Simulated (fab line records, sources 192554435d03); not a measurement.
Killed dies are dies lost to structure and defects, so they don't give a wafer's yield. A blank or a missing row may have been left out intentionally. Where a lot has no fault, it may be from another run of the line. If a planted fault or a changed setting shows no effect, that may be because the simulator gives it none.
The same fault as seen by 2 desks + flow n5_finfet + each desk holds nothing but its own numbers, with what lay behind them at the end

## AT THE METROLOGY DESK
What the gauges read, lot by lot, whatever tool the lot ran on: means of the sampled wafers that have a number. The brackets show how far a lot's mean lies from the usual mean; more than 4 standard deviations puts the lot out of limits, marked OUT.
Columns: A = M11_ILD_THK at N5_BEOL_M11_THK_MEAS_01, usual 267.0 nm
| lot  | first seen here | A                |
|------|-----------------|------------------|
| L898 | day 10 13:22    | 270.1            |
| L900 | day 11 01:16    | 266.0            |
| L902 | day 11 19:05    | 268.0            |
| L901 | day 12 07:40    | 264.9            |
| L907 | day 12 18:49    | 266.3            |
| L904 | day 13 09:10    | 263.9            |
| L908 | day 13 18:37    | 268.7            |
| L906 | day 13 21:01    | 265.0            |
| L913 | day 15 02:20    | 244.2 (-7.6) OUT |
| L918 | day 16 06:23    | 259.2            |
| L921 | day 17 02:46    | 268.4            |
Per this desk, out of limits: L913; the first was L913, day 15 02:20 (M11_ILD_THK at N5_BEOL_M11_THK_MEAS_01). In limits: L898, L900, L902, L901, L907, L904, L908, L906, L918, L921.

## AT THE TOOL OWNER'S DESK: pecvd-04
The tool's own readings at N5_BEOL_M11_ILD_DEP_00 (deposits SiCOH lowk from DEMS/porogen, target thk 308.51 nm, time 58 s): means of the sampled wafers that have a number, for each lot that ran on this tool. The brackets show how far a lot's mean lies from the usual mean; more than 4 standard deviations puts the lot out of limits, marked OUT.
Columns: A = heater_power_w at N5_BEOL_M11_ILD_DEP_00, usual 286 W; B = showerhead_plenum_p_Torr at N5_BEOL_M11_ILD_DEP_00, usual 5.735 Torr; C = showerhead_vpp_V at N5_BEOL_M11_ILD_DEP_00, usual 1367 V; D = throttle_valve_pct at N5_BEOL_M11_ILD_DEP_00, usual 13.9 %
| lot  | first seen here | A   | B     | C    | D    |
|------|-----------------|-----|-------|------|------|
| L907 | day 12 18:13    | 212 | 5.721 | 1383 | 13.2 |
| L904 | day 13 08:35    | 237 | 5.700 | 1441 | 14.2 |
| L913 | day 15 01:44    | 218 | 5.719 | 1352 | 13.1 |
| L918 | day 16 05:26    | 251 | 5.710 | 1420 | 13.8 |
This desk's verdict: no lot among the 4 shows anything out of limits.

## PUT TOGETHER
L913 would have let the metrology desk raise an alarm at day 15 02:20.
The desk of the tool owner found nothing out of limits.
On record at the tool owner's desk: L913, within its limits.
On pecvd-04, each named lot ran N5_BEOL_M11_ILD_DEP_00.

## WHAT HAD BEEN PUT IN BY THE SIMULATOR
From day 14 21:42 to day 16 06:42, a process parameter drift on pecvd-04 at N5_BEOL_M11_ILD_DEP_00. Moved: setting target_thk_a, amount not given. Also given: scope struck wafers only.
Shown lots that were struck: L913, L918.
Hours from the fault's start to each desk's first reading out of limits: the metrology desk, 5.
